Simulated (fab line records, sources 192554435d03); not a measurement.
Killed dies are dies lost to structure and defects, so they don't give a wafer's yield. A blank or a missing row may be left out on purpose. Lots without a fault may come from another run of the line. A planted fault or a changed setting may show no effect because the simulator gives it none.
fab line records | flow n5_finfet
record lots=7 wafers=21
route steps=1938 shown GATE_CUT@480 MOL_CONTACT_COAG@537 BEOL_M0_SAQP@636 BEOL_M1@753
start_h: hours from the record's first day to the start of the lot's first wafer shown | wait_h: hours since the lot's step before | " the same as in the row above | L1.1+2: a row that stands for several wafers | - no value, or no start given | * or withheld: withheld | < > ~ a bound
route shown NAME@n: a module of which the file shows steps, and the number in the route of the first | usual: mean/standard deviation of fault-free wafers | same: alike in all rows | chamber/n: place in a boat | sites: the reading at each site | _std_site: their standard deviation | _edge_site: outer sites' mean less inner sites' | radius_mm: how far each site lies from the wafer's centre | mask NAME#n: copy n | behind: the tool/chamber that last shaped the wafer | hold: why the lot was held/for how many hours/how that ended | device: the transistor (n, p or np) that didn't switch | end of line: the same wafers' tests at the end of the route | a step without rows: its recipe alone | killed: dies lost to structure and defects at the first sort, not the wafer's yield | map: a wafer's dies, x killed, . not, _ none there
set.NAME: the setting as run; set.NAME@STEP: as run at that earlier step | model.NAME: the simulator's own value behind a step, which no gauge read
lots whose settings were changed on purpose; a table a step, a row a wafer
## steps
# step N5_GATE_CUT_COAT_27
# recipe resist=underlayer temp_c=205 time_s=60 spin_rpm=1500 resist_thk_nm=10
# columns lot.wafer tool chamber start_h wait_h set.spin_rpm model.underlayer_of_GATE_CUT_COAT_27.thk_nm
L074.1 litho_track-03 0 - - 1500 10
L074.4+5 " 0 " " 1455 10.2
L078.3+6 litho_track-03 0 - - 1336 10.6
L078.4 " 0 " " 1500 10
L082.3 litho_track-03 0 - - 1500 10
L082.4+5 " 0 " " 1547 9.8
L086.2+4+5 litho_track-03 0 - - 1500 10
L087.4+5+6 litho_track-05 0 - - 1500 10
L093.1+3+5 litho_track-05 0 - - 1500 10
L095.3+5 litho_track-03 0 - - 1500 10
L095.6 " 0 " " 1440 10.2
# step N5_GATE_CUT_COAT_07
# recipe resist=CAR-EUV spin_rpm=1500 resist_thk_nm=30
# step N5_GATE_CUT_EBR_09
# recipe solvent=PGMEA ebr_width_mm=1.5
# step N5_GATE_CUT_DESCUM_18
# recipe chemistry=O2 time_s=7 source_power_w=50 bias_power_w=20 pressure_mtorr=20 rf_frequency_hz=2.712e+07 temp_c=40 resist=CAR-EUV o2_flow_sccm=225
# step N5_GATE_CUT_ETCH_28
# recipe chemistry=N2/H2 target=underlayer target_depth_a=130 mask_material=CAR-EUV time_s=10.4 ion_energy_ev=200 pressure_mtorr=30 source_w=840 bias_w=150 n2_flow_sccm=200 h2_flow_sccm=200 ends=cleared
# columns lot.wafer tool chamber start_h wait_h set.spin_rpm@GATE_CUT_COAT_27 model.CAR-EUV_of_GATE_CUT_COAT_07.thk_nm model.etch.depth_nm
L074.1 rie_diel-05 0 84.90 0.0 1500 14.6 10.02
L074.4 " 2 " " 1455 14.4 10.2
L074.5 " 0 " " 1455 14.4 10.19
L078.3 rie_diel-05 2 105.97 0.0 1336 14 10.62
L078.4 " 3 " " 1500 14.8 10.05
L078.6 " 0 " " 1336 14 10.63
L082.3 rie_diel-05 2 133.72 0.0 1500 14.6 10.02
L082.4 " 0 " " 1547 14.8 9.854
L082.5 " 0 " " 1547 14.8 9.892
L086.2 rie_diel-03 3 157.22 0.0 1500 14.6 10.01
L086.4 " 2 " " 1500 14.4 10.06
L086.5 " 2 " " 1500 14.6 10.06
L087.4 rie_diel-03 1 159.66 0.0 1500 14.6 9.932
L087.5 " 0 " " 1500 14.4 9.95
L087.6 " 3 " " 1500 14.6 9.948
L093.1 rie_diel-05 2 200.80 0.0 1500 14.6 9.941
L093.3 " 3 " " 1500 14.8 9.933
L093.5 " 2 " " 1500 14.8 9.98
L095.3 rie_diel-02 0 208.02 0.0 1500 14.6 10.04
L095.5 " 2 " " 1500 14.6 10.03
L095.6 " 1 " " 1440 14.4 10.25
# step N5_MOL_CONTACT_COAG_ETCH_15
# recipe chemistry=CH3F/O2 target=SiNx target_depth_a=70 mask_material=SOC stop_on=Si:P over_etch_frac=0.75 ion_energy_ev=120 pressure_mtorr=30 source_w=395 bias_w=73 Ar_flow_sccm=150 CH3F_flow_sccm=30 O2_flow_sccm=20
# usual rf_vpp_V=297/4.8
# columns lot.wafer tool chamber start_h wait_h set.source_w rf_vpp_V
L074.1 rie_diel-04 0 89.17 0.0 395 299
L074.4 " 3 " " 395 299
L074.5 " 0 " " 425.6 288
L078.3 rie_diel-01 3 110.06 0.0 420.8 282
L078.4 " 1 " " 395 301
L078.6 " 0 " " 395 303
L082.3 rie_diel-04 1 137.97 0.0 395 300
L082.4 " 0 " " 395 296
L082.5 " 1 " " 395 299
L086.2 rie_diel-01 0 161.47 0.0 436.6 287
L086.4 " 2 " " 395 300
L086.5 " 0 " " 395 302
L087.4 rie_diel-06 1 163.75 0.0 395 285
L087.5 " 0 " " 373.2 299
L087.6 " 3 " " 373.2 310
L093.1 rie_diel-06 2 204.98 0.0 395 298
L093.3 " 1 " " 395 290
L093.5 " 2 " " 395 298
L095.3 rie_diel-01 2 212.12 0.0 426 287
L095.5 " 3 " " 426 280
L095.6 " 0 " " 395 302
# step N5_MOL_CONTACT_COAG_ETCH_110
# recipe chemistry=CF4/O2 target=Si target_depth_a=25 time_s=8 pressure_mtorr=100 source_w=200 bias_w=12 ion_energy_ev=60 Ar_flow_sccm=100 cf4_flow_sccm=100 O2_flow_sccm=10
# usual rf_vpp_V=127.4/2.5
# columns lot.wafer tool chamber start_h wait_h set.source_w rf_vpp_V model.etch.depth_nm
L074.1 rie_diel-04 0 89.23 0.0 175.2 137.3 2.267
L074.4 " 3 " " 175.2 137.9 2.372
L074.5 " 0 " " 200 127.6 2.545
L078.3 rie_diel-01 3 110.12 0.0 200 124.8 2.585
L078.4 " 1 " " 200 129.0 2.392
L078.6 " 0 " " 231.4 118.9 2.823
L082.3 rie_diel-04 1 138.03 0.0 200 128.4 2.389
L082.4 " 0 " " 200 127.5 2.522
L082.5 " 1 " " 231.7 117.8 2.709
L086.2 rie_diel-01 0 161.53 0.0 230.6 117.9 2.872
L086.4 " 2 " " 200 129.8 2.468
L086.5 " 0 " " 230.6 117.7 2.853
L087.4 rie_diel-06 1 163.81 0.0 200 121.2 2.504
L087.5 " 0 " " 200 125.2 2.575
L087.6 " 3 " " 200 128.6 2.571
L093.1 rie_diel-06 2 205.04 0.0 200 127.4 2.531
L093.3 " 1 " " 200 125.4 2.591
L093.5 " 2 " " 200 127.9 2.528
L095.3 rie_diel-01 2 212.18 0.0 172 140.8 2.141
L095.5 " 3 " " 200 124.4 2.593
L095.6 " 0 " " 172 142.0 2.209
# step N5_MOL_CONTACT_COAG_EXPOSE_37
# recipe mask_id=VD na=0.33 source_shape=annular sigma_inner=0.3 sigma_outer=0.7 polarization=unpolarized defocus_nm=0 dose_mj=62
# columns lot.wafer tool chamber start_h wait_h mask set.dose_mj
L074.1 euv_scanner-01 0 100.50 - VD#0 64.56
L074.4+5 " 0 " " VD#0 62
L078.3+4+6 euv_scanner-02 0 119.41 - VD#0 62
L082.3 euv_scanner-02 0 149.93 - VD#0 65.45
L082.4+5 " 0 " " VD#0 62
L086.2+4+5 euv_scanner-02 0 172.73 - VD#0 62
L087.4+6 euv_scanner-02 0 175.33 - VD#0 62
L087.5 " 0 " " VD#0 63.97
L093.1+3+5 euv_scanner-02 0 217.26 - VD#0 62
L095.3+6 euv_scanner-01 0 222.58 - VD#0 60
L095.5 " 0 " " VD#0 62
# step N5_MOL_CONTACT_COAG_PEB_38
# recipe peb_temp_c=100 peb_time_s=60 resist=CAR-EUV
# step N5_MOL_CONTACT_COAG_DEVELOP_39
# recipe develop_time_s=30 developer=TMAH resist=CAR-EUV rinse_liquid=surfactant_rinse dry=air_spin dev_temp_c=23
# step N5_MOL_CONTACT_COAG_CD_MEAS_40
# recipe target_cd_nm=25.1 landing_energy_ev=500 detector=se_inlens polarity=opening
# usual cd_nm=24.99/0.24
# columns lot.wafer tool chamber start_h wait_h set.dose_mj@MOL_CONTACT_COAG_EXPOSE_37 cd_nm
L074.1 cd_sem-02 0 100.64 - 64.56 25.81
L074.4 " 0 " " 62 24.94
L074.5 " 0 " " 62 24.85
L078.3 cd_sem-01 0 119.54 - 62 25.01
L078.4 " 0 " " 62 25.04
L078.6 " 0 " " 62 24.75
L082.3 cd_sem-03 0 150.06 - 65.45 25.97
L082.4 " 0 " " 62 25.13
L082.5 " 0 " " 62 24.60
L086.2 cd_sem-03 0 172.87 - 62 25.03
L086.4 " 0 " " 62 25.33
L086.5 " 0 " " 62 24.89
L087.4 cd_sem-02 0 175.45 - 62 24.98
L087.5 " 0 " " 63.97 25.51
L087.6 " 0 " " 62 24.87
L093.1 cd_sem-02 0 217.41 - 62 24.69
L093.3 " 0 " " 62 25.00
L093.5 " 0 " " 62 25.30
L095.3 cd_sem-01 0 222.71 - 60 24.32
L095.5 " 0 " " 62 24.75
L095.6 " 0 " " 60 24.21
# step N5_MOL_CONTACT_COAG_ALD_133
# recipe material=SiO2 target_thk_a=50 temp_c=100 ald_precursor_family=BDEAS ald_co_reactant=O2-plasma pulse_time_s=1 co_reactant_pulse_time_s=1 purge_time_s=2 co_reactant_purge_time_s=2 ald_cycles=35 pressure_torr=2
# columns lot.wafer tool chamber start_h wait_h set.temp_c
L074.1 ald_sin-04 3 100.95 0.1 103.2
L074.4+5 " 0,3 " " 100
L078.3+6 ald_sin-04 0,1 119.79 0.1 97.61
L078.4 " 2 " " 100
L082.3+4 ald_sin-01 3,2 150.31 0.1 101.4
L082.5 " 1 " " 100
L086.2+4 ald_sin-01 1,2 173.32 0.1 98.1
L086.5 " 0 " " 100
L087.4+5 ald_sin-02 2 175.70 0.1 102.3
L087.6 " 3 " " 100
L093.1+3+5 ald_sin-01 1,0,0 217.93 0.3 100
L095.3+5+6 ald_sin-01 3,1,0 222.97 0.1 100
# step N5_MOL_CONTACT_COAG_ETCHBACK_134
# recipe chemistry=CHF3 target=SiO2 target_depth_a=100 time_s=6.7 ion_energy_ev=200 pressure_mtorr=30 source_w=610 bias_w=170 Ar_flow_sccm=200 CHF3_flow_sccm=50
# step N5_MOL_CONTACT_COAG_ETCH_67
# recipe chemistry=N2/H2 target=SOC target_depth_a=600 overetch_a=210 mask_material=SiARC temp_c=40 time_s=101.2 ion_energy_ev=200 pressure_mtorr=30 source_w=840 bias_w=150 n2_flow_sccm=200 h2_flow_sccm=200
# step N5_MOL_CONTACT_COAG_PRECLEAN_138
# recipe chemistry=alkaline_clean temp_c=60 time_s=60 do_ppb=50
# step N5_MOL_CONTACT_COAG_SRD_139
# recipe dry=ipa_marangoni time_s=30 temp_c=23 rinse_liquid=diw
# step N5_MOL_CONTACT_COAG_CD_MEAS_101
# recipe target_cd_nm=16
# usual cd_nm=15.9/0.33
# columns lot.wafer tool chamber start_h wait_h set.dose_mj@MOL_CONTACT_COAG_EXPOSE_37 cd_nm
L074.1 cd_sem-01 - 101.63 0.0 64.56 17.0
L074.4 " - " " 62 15.6
L074.5 " - " " 62 15.7
L078.3 cd_sem-03 - 120.48 0.0 62 15.9
L078.4 " - " " 62 15.5
L078.6 " - " " 62 15.6
L082.3 cd_sem-03 - 151.00 0.0 65.45 17.7
L082.4 " - " " 62 16.2
L082.5 " - " " 62 15.6
L086.2 cd_sem-03 - 174.11 0.0 62 15.5
L086.4 " - " " 62 15.5
L086.5 " - " " 62 15.8
L087.4 cd_sem-02 - 176.46 0.0 62 16.4
L087.5 " - " " 63.97 16.8
L087.6 " - " " 62 15.7
L093.1 cd_sem-02 - 218.62 0.0 62 16.6
L093.3 " - " " 62 16.5
L093.5 " - " " 62 15.9
L095.3 cd_sem-03 - 223.66 0.0 60 15.5
L095.5 " - " " 62 16.4
L095.6 " - " " 60 15.1
# step N5_MOL_CONTACT_COAG_CVD_140
# recipe material=W target_thk_a=665 mode=selective_fill temp_c=300 time_s=215
# columns lot.wafer tool chamber start_h wait_h set.target_thk_a model.W_of_MOL_CONTACT_COAG_CVD_140.thk_nm
L074.1 cvd_w-01 1 101.77 0.1 665 65.6
L074.4 " 1 " " 734 72.8
L074.5 " 1 " " 665 65.8
L078.3 cvd_w-01 0 120.69 0.1 665 66.2
L078.4 " 1 " " 665 65.8
L078.6 " 0 " " 665 66.6
L082.3 cvd_w-01 0 151.21 0.1 629.4 63.6
L082.4 " 1 " " 665 67
L082.5 " 1 " " 629.4 62.6
L086.2 cvd_w-01 0 174.24 0.1 665 66.4
L086.4 " 1 " " 665 66.6
L086.5 " 0 " " 665 67.2
L087.4 cvd_w-02 1 176.66 0.1 665 66.8
L087.5 " 1 " " 596.8 60.6
L087.6 " 0 " " 665 67
L093.1 cvd_w-02 0 218.75 0.1 665 65.8
L093.3 " 1 " " 665 66
L093.5 " 0 " " 665 66.6
L095.3 cvd_w-01 1 223.87 0.1 665 67.6
L095.5 " 1 " " 665 67
L095.6 " 0 " " 665 66.8
# step N5_BEOL_M0_SAQP_PECVD_96
# recipe material=a-Si target_thk_a=450 temp_c=350 precursor=SiH4/He pressure_torr=3 rf_w=100 time_s=45.2
# columns lot.wafer tool chamber start_h wait_h set.time_s model.a-Si_of_BEOL_M0_SAQP_PECVD_96.thk_nm
L074.1 pecvd-03 0 106.33 0.0 45.2 44
L074.4 " 0 " " 45.2 45.4
L074.5 " 2 " " 45.2 45.6
L078.3 pecvd-03 2 128.58 0.0 40.49 41.2
L078.4+6 " 0,1 " " 45.2 45.2
L082.3+4 pecvd-03 2,1 157.42 0.0 45.2 45
L082.5 " 0 " " 45.2 45.2
L086.2 pecvd-01 0 178.66 0.0 45.2 44.8
L086.4 " 1 " " 45.2 45.8
L086.5 " 0 " " 45.2 45.2
L087.4 pecvd-01 0 181.97 0.0 39.95 38.8
L087.5 " 1 " " 39.95 40.2
L087.6 " 2 " " 45.2 46.2
L093.1 pecvd-03 0 225.62 0.0 45.2 44
L093.3 " 2 " " 45.2 45
L093.5 " 2 " " 45.2 45.2
L095.3 pecvd-03 0 232.31 0.0 41.17 41.2
L095.5 " 2 " " 41.17 42
L095.6 " 0 " " 45.2 44.8
# step N5_BEOL_M0_SAQP_PECVD_97
# recipe material=SiNx target_thk_a=230 temp_c=350 precursor=SiH4/NH3/N2 pressure_torr=1.5 rf_w=300 time_s=19.9
# step N5_BEOL_M0_SAQP_PECVD_04
# recipe material=a-Si target_thk_a=600 temp_c=350 precursor=SiH4/He pressure_torr=3 rf_w=100 time_s=60.2
# step N5_BEOL_M0_SAQP_ETCH_101
# recipe chemistry=CH3F/O2 target=SiNx mask_material=SiO2 target_depth_a=299 time_s=42.7 pressure_mtorr=30 source_w=395 bias_w=73 Ar_flow_sccm=150 CH3F_flow_sccm=30 O2_flow_sccm=20 ion_energy_ev=120
# step N5_BEOL_M0_SAQP_ETCH_102
# recipe chemistry=CF4 target=SiO2 target_depth_a=40 ion_energy_ev=350 time_s=4.4 pressure_mtorr=10 icp_w=800 bias_w=400 cf4_flow_sccm=80
# step N5_BEOL_M0_SAQP_MANDREL_ETCH_103
# recipe chemistry=HBr/Cl2 target=a-Si target_depth_a=450 bt_time_s=10 stop_on=SiCN mask_material=SiO2 over_etch_frac=0.8 time_s=27 pressure_mtorr=10 icp_w=800 bias_w=75 HBr_flow_sccm=150 Cl2_flow_sccm=80 ends=end_point
# usual oes_product_au=0.681/0.0096
# columns lot.wafer tool chamber start_h wait_h set.time_s@BEOL_M0_SAQP_PECVD_96 oes_product_au model.etch.depth_nm
L074.1 rie_si-06 2 109.31 0.0 45.2 0.686 43.99
L074.4 " 3 " " 45.2 0.693 45.32
L074.5 " 3 " " 45.2 0.698 45.63
L078.3 rie_si-02 0 131.07 0.0 40.49 0.627 41.12
L078.4 " 2 " " 45.2 0.681 45.22
L078.6 " 2 " " 45.2 0.682 45.21
L082.3 rie_si-06 2 160.02 0.0 45.2 0.703 45.01
L082.4 " 1 " " 45.2 0.674 44.91
L082.5 " 1 " " 45.2 0.687 45.16
L086.2 rie_si-04 1 181.84 0.0 45.2 0.677 44.84
L086.4 " 3 " " 45.2 0.685 45.82
L086.5 " 1 " " 45.2 0.682 45.17
L087.4 rie_si-04 2 184.99 0.0 39.95 0.631 38.75
L087.5 " 1 " " 39.95 0.628 40.19
L087.6 " 3 " " 45.2 0.687 46.27
L093.1 rie_si-06 0 228.80 0.0 45.2 0.683 43.92
L093.3 " 3 " " 45.2 0.698 44.95
L093.5 " 1 " " 45.2 0.685 45.11
L095.3 rie_si-04 1 234.85 0.0 41.17 0.648 41.16
L095.5 " 2 " " 41.17 0.656 42.02
L095.6 " 3 " " 45.2 0.676 44.81
# step N5_BEOL_M0_SAQP_RECESS_104
# recipe chemistry=HF/NH3 target=SiO2 target_depth_a=180 afs_cycles=3 temp_c=30 sublimation_temp_c=180 sublimation_time_s=60
# step N5_BEOL_M0_SAQP_COAT_105
# recipe resist=SOC temp_c=250 time_s=60 spin_rpm=1500 resist_thk_nm=100
# step N5_BEOL_M0_SAQP_STRIP_108
# recipe chemistry=N2/H2 power_w=500 temp_c=40 pressure_mtorr=50 rf_frequency_hz=6e+07 overash_fraction=0.3 bias_power_w=28 h2_frac=0.5 n2_flow_sccm=300 h2_flow_sccm=300
# step N5_BEOL_M0_SAQP_RECESS_109
# recipe chemistry=HF/NH3 target=SiO2 target_depth_a=30 afs_cycles=1 temp_c=30 sublimation_temp_c=180 sublimation_time_s=60
# step N5_BEOL_M0_SAQP_SPACER2_ALD_26
# recipe material=SiO2 target_thk_a=150 temp_c=300 ald_precursor_family=BDEAS ald_co_reactant=O2-plasma pulse_time_s=1 purge_time_s=2 co_reactant_purge_time_s=2 pressure_torr=2
# columns lot.wafer tool chamber start_h wait_h set.time_s@BEOL_M0_SAQP_PECVD_96 model.a-Si_of_BEOL_M0_SAQP_PECVD_96.thk_nm
L074.1 ald_sin-03 2 110.14 0.1 45.2 43.2
L074.4 " 3 " " 45.2 44.6
L074.5 " 3 " " 45.2 44.8
L078.3 ald_sin-04 0 131.90 0.1 40.49 40.4
L078.4+6 " 1,0 " " 45.2 44.4
L082.3+4 ald_sin-01 3,2 160.85 0.1 45.2 44.2
L082.5 " 3 " " 45.2 44.4
L086.2 ald_sin-04 0 183.76 1.2 45.2 44
L086.4 " 3 " " 45.2 45
L086.5 " 1 " " 45.2 44.4
L087.4 ald_sin-04 3 186.45 0.7 39.95 38
L087.5 " 0 " " 39.95 39.4
L087.6 " 3 " " 45.2 45.6
L093.1 ald_sin-04 2 229.63 0.1 45.2 43.2
L093.3 " 1 " " 45.2 44.2
L093.5 " 3 " " 45.2 44.4
L095.3 ald_sin-01 2 236.05 0.1 41.17 40.4
L095.5 " 2 " " 41.17 41.2
L095.6 " 3 " " 45.2 44
# step N5_BEOL_M1_PECVD_72
# recipe material=SiO2 target_thk_a=160 temp_c=400 precursor=TEOS/O2 pressure_torr=5.5 rf_w=450 teos_flow_sccm=53.8 gas=O2 flow_sccm=3000 time_s=18
# columns lot.wafer tool chamber start_h wait_h set.time_s model.SiO2_of_BEOL_M1_PECVD_72.thk_nm
L074.1 pecvd-02 2 123.04 0.0 16.65 14.4
L074.4 " 2 " " 18 16.2
L074.5 " 1 " " 16.65 14.8
L078.3 pecvd-01 1 145.31 0.0 20.6 18.4
L078.4 " 1 " " 18 16.4
L078.6 " 0 " " 18 16.2
L082.3+4 pecvd-01 2,1 171.35 0.1 17.18 15.6
L082.5 " 1 " " 18 16.4
L086.2+5 pecvd-03 2,1 195.07 0.0 18 15.8
L086.4 " 2 " " 18 15.6
L087.4+5 pecvd-03 2,0 198.40 0.1 20.16 18
L087.6 " 1 " " 18 16
L093.1 pecvd-03 0 241.84 0.1 18 15.6
L093.3 " 1 " " 18 15.8
L093.5 " 1 " " 18 16
L095.3 pecvd-03 1 244.76 0.0 18 15.6
L095.5+6 " 1,0 " " 18 16
# step N5_BEOL_M1_COAT_05
# recipe resist=CAR-EUV spin_rpm=1500 resist_thk_nm=30
# columns lot.wafer tool chamber start_h wait_h set.spin_rpm model.CAR-EUV_of_BEOL_M1_COAT_05.thk_nm
L074.1 litho_track-02 0 - - 1500 30
L074.4 " 0 " " 1407 31
L074.5 " 0 " " 1407 30.8
L078.3+4 litho_track-01 0 - - 1500 30
L078.6 " 0 " " 1658 28.6
L082.3+4 litho_track-05 0 - - 1500 30.2
L082.5 " 0 " " 1500 30
L086.2 litho_track-02 0 - - 1500 30.2
L086.4 " 0 " " 1500 30
L086.5 " 0 " " 1617 29
L087.4 litho_track-05 0 - - 1665 28.4
L087.5 " 0 " " 1500 30
L087.6 " 0 " " 1500 29.8
L093.1+3 litho_track-05 0 - - 1500 30
L093.5 " 0 " " 1500 30.2
L095.3+5+6 litho_track-02 0 - - 1500 30
## key
split step=N5_GATE_CUT_COAT_27 setting=spin_rpm stated=1500 by=wafer
response step=N5_GATE_CUT_COAT_27 reading=model.underlayer_of_GATE_CUT_COAT_27.thk_nm change=-0.0556 per=1% r=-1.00
response step=N5_GATE_CUT_ETCH_28 reading=model.CAR-EUV_of_GATE_CUT_COAT_07.thk_nm change=+0.0698 per=1% r=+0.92
response step=N5_GATE_CUT_ETCH_28 reading=model.etch.depth_nm change=-0.0528 per=1% r=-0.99
split step=N5_MOL_CONTACT_COAG_ETCH_15 setting=source_w stated=395 by=wafer
response step=N5_MOL_CONTACT_COAG_ETCH_15 reading=rf_vpp_V change=-2.01 per=1% r=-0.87
split step=N5_MOL_CONTACT_COAG_ETCH_110 setting=source_w stated=200 by=wafer
response step=N5_MOL_CONTACT_COAG_ETCH_110 reading=rf_vpp_V change=-0.77 per=1% r=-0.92
response step=N5_MOL_CONTACT_COAG_ETCH_110 reading=model.etch.depth_nm change=+0.0222 per=1% r=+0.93
split step=N5_MOL_CONTACT_COAG_EXPOSE_37 setting=dose_mj stated=62 by=wafer
response step=N5_MOL_CONTACT_COAG_CD_MEAS_40 reading=cd_nm change=+0.194 per=1% r=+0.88
response step=N5_MOL_CONTACT_COAG_CD_MEAS_101 reading=cd_nm change=+0.31 per=1% r=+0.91
split step=N5_MOL_CONTACT_COAG_ALD_133 setting=temp_c stated=100 by=wafer
response none clear
split step=N5_MOL_CONTACT_COAG_CVD_140 setting=target_thk_a stated=665 by=wafer
response step=N5_MOL_CONTACT_COAG_CVD_140 reading=model.W_of_MOL_CONTACT_COAG_CVD_140.thk_nm change=+0.659 per=1% r=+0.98
split step=N5_BEOL_M0_SAQP_PECVD_96 setting=time_s stated=45.2 by=wafer
response step=N5_BEOL_M0_SAQP_PECVD_96 reading=model.a-Si_of_BEOL_M0_SAQP_PECVD_96.thk_nm change=+0.458 per=1% r=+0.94
response step=N5_BEOL_M0_SAQP_MANDREL_ETCH_103 reading=oes_product_au change=+0.00449 per=1% r=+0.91
response step=N5_BEOL_M0_SAQP_MANDREL_ETCH_103 reading=model.etch.depth_nm change=+0.465 per=1% r=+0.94
response step=N5_BEOL_M0_SAQP_SPACER2_ALD_26 reading=model.a-Si_of_BEOL_M0_SAQP_PECVD_96.thk_nm change=+0.466 per=1% r=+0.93
split step=N5_BEOL_M1_PECVD_72 setting=time_s stated=18 by=wafer
response step=N5_BEOL_M1_PECVD_72 reading=model.SiO2_of_BEOL_M1_PECVD_72.thk_nm change=+0.163 per=1% r=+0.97
split step=N5_BEOL_M1_COAT_05 setting=spin_rpm stated=1500 by=wafer
response step=N5_BEOL_M1_COAT_05 reading=model.CAR-EUV_of_BEOL_M1_COAT_05.thk_nm change=-0.137 per=1% r=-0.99
